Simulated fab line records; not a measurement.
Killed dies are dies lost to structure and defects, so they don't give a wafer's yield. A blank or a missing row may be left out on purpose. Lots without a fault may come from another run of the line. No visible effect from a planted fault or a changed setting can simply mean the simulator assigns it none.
A lot that was struck, set against a sound lot + flow nandHarc + 24 out of 1302 route steps
Sound: wafers L791.2, L791.3, L791.6. Wafers struck: L804.2, L804.3, L804.4. Last of all comes the cause.
Order at every step that has rows: each side's tool, ch and its chambers, its first start. Under that, the readings that differ: sound wafers + struck wafers + difference of the means + sigmas: that difference in standard deviations of wafers without a fault.
alike: same words and numbers on both sides, and readings whose means sit less than 2 such deviations apart. not compared: any withheld reading, any reading some wafer has no value for, any bound like >300 that may hide the same value, and any number with overlapping values for which the record gives no deviation.
A row with sigmas, a row that says differs or no value, or rows on one side alone: a step with any of these is where the two part. Numbers that don't overlap but have no deviation are shown without sigmas and don't part them. A reading missing from all wafers of one side parts the sides only when that side holds two or more wafers.

NHARC_P_M1_INSPECT_27:
  struck on defectInspect-01, day 14 06:29; sound on defectInspect-02, day 8 17:09
  alike: rawDefectCount
NHARC_P_M1_PRE_CLEAN_32: time 12 s.
  sound on pecvd-02 ch 0,1,2, day 8 17:13; struck on pecvd-03 ch 0,1,2, day 14 06:34
  alike: heaterPowerW
NHARC_P_M1_DEP_33: deposits SiCN, target thk 30 nm.
  sound on pecvd-02 ch 0,1,2, day 8 17:18; struck on pecvd-03 ch 0,1,2, day 14 06:40
  alike: heaterPowerW
then, 8 steps without rows for these wafers: NHARC_P_M2_DEP_00 (deposits SiOC, target thk 182.5 nm); NHARC_P_M2_DEHYDRATE_01 (time 120 s); NHARC_P_M2_HMDS_02 (time 30 s); NHARC_P_M2_COAT_34 (time 65 s); NHARC_P_M2_COAT_03 (resist thk 90 nm); NHARC_P_M2_SOFTBAKE_04 (time 55 s); NHARC_P_M2_EBR_05; NHARC_P_M2_EXPOSE_06 (exposes mask P M2, target cd 170 nm).
NHARC_P_M2_PEB_07: peb time 65 s.
  sound on lithoTrack-01 ch 0, day 8 18:29; struck on lithoTrack-04 ch 0, day 14 07:47
| reading               | sound                | struck               | difference | sigmas |
|-----------------------|----------------------|----------------------|------------|--------|
| heaterPowerTotalW (W) | 157.1 156.9 157.1    | 165.4 165.1 165.4    | +8.3       | +19    |
| plateTempC (C)        | 100.11 100.20 100.14 | 103.68 103.62 103.83 | +3.56      | +27    |
then, 1 step without rows for these wafers: NHARC_P_M2_DEVELOP_08 (develop time 35 s).
NHARC_P_M2_CD_MEAS_09: target cd 170 nm.
  sound on cdSem-01 ch 0, day 8 18:34; struck on cdSem-03 ch 0, day 14 07:52
| reading   | sound             | struck            | difference | sigmas |
|-----------|-------------------|-------------------|------------|--------|
| cdNm (nm) | 170.8 170.4 170.6 | 181.2 182.2 181.9 | +11.2      | +22    |
NHARC_P_M2_OVL_MEAS_10: pitch 340 nm.
  struck on overlay-02, day 14 07:58; sound on overlay-02, day 8 18:40
  alike: overlayXNm, overlayYNm
NHARC_P_M2_INSPECT_11:
  struck on defectInspect-02, day 14 07:59; sound on defectInspect-02, day 8 18:41
  alike: rawDefectCount
NHARC_P_M2_DESCUM_14: chemistry O2, time 3 s.
  sound on rieDiel-07 ch 0,1, day 8 18:45; struck on rieDiel-07 ch 0,1,3, day 14 08:04
| reading              | sound             | struck            | difference | sigmas |
|----------------------|-------------------|-------------------|------------|--------|
| model.P_M2.cdNm (nm) | 170.3 170.2 170.8 | 181.6 182.4 182.4 | +11.7      |        |
  alike: drypumpMotorCurrentA, oesProductAu, rfVppV, showerheadPlenumPTorr, throttleValvePct
  not compared: rfHoursCounterH
NHARC_P_M2_ETCH_35: etches the open film in N2/H2, target depth 40 nm, overetch 12 nm, time 43.94 s.
  sound on rieDiel-07 ch 1,2,3, day 8 18:50; struck on rieDiel-07 ch 0,1,3, day 14 08:08
  alike: drypumpMotorCurrentA, oesProductAu, rfVppV, showerheadPlenumPTorr, throttleValvePct
  not compared: rfHoursCounterH
NHARC_P_M2_ETCH_15: etches the open film in C4F8/Ar, target depth 182.5 nm, time 91.2 s.
  sound: rieDiel-07 ch 1,3; struck: rieDiel-07 ch 0,1,2
  alike: oesProductAu, rfVppV
  not compared: rfHoursCounterH
NHARC_P_M2_CD_MEAS_16:
  struck on cdSem-03, day 14 08:22; sound on cdSem-01, day 8 19:04
| reading   | sound             | struck            | difference | sigmas |
|-----------|-------------------|-------------------|------------|--------|
| cdNm (nm) | 170.5 169.9 170.8 | 181.2 182.9 182.2 | +11.7      | +19    |
NHARC_P_M2_STRIP_18: strips in N2/H2.
  sound on rieDiel-02 ch 1,2,3, day 8 19:08; struck on rieDiel-02 ch 0,1,2, day 14 08:26
  alike: drypumpMotorCurrentA, oesProductAu, rfVppV, showerheadPlenumPTorr, throttleValvePct
  not compared: rfHoursCounterH
NHARC_P_M2_ETCH_28: etches the open film in CF4/N2, target depth 30 nm, time 72.99 s.
  sound: rieDiel-02 ch 1,2; struck: rieDiel-02 ch 0,1,2
| reading              | sound             | struck          | difference | sigmas |
|----------------------|-------------------|-----------------|------------|--------|
| model.P_M2.cdNm (nm) | 170.7 170.1 171.3 | 181.9 182.3 182 | +11.4      |        |
  alike: drypumpMotorCurrentA, oesProductAu, rfVppV, showerheadPlenumPTorr, throttleValvePct
  not compared: rfHoursCounterH
then, 1 step without rows for these wafers: NHARC_P_M2_STRIP_19 (strips in post etch residue remover, time 600 s).
-- break in the record here, with 18 days between the starts of the struck wafers on either side (left off in module P_M2, picked up again in module END, where the first step shown is number 1302 on the route) --
NHARC_END_SORT_01:
  sound on prober-02 ch 0, day 27 04:00; struck on prober-01 ch 0, day 32 19:16
| reading            | sound       | struck      | difference | sigmas |
|--------------------|-------------|-------------|------------|--------|
| killedAtOther      | 2 1 2       | 6 6 8       | +5         | +2     |
| sort_bin_2_pct (%) | 1.2 1.9 1.5 | 4.0 4.7 4.0 | +2.7       | +2     |
  alike: defectLimitedYield, killedAtArray, killedAtPeriphery, killedDies, killedOpen, killedShort, sort_bin_3_pct, sort_bin_4_pct, sortNPass, sortRimYieldPct, sortYieldPct

== WHERE THEY PART ==
At NHARC_P_M2_PEB_07 first; at NHARC_END_SORT_01 last (within this record only).

WHY: what the simulator had put in
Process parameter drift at NHARC_P_M2_PEB_07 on lithoTrack-04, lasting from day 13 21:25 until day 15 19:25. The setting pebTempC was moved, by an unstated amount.
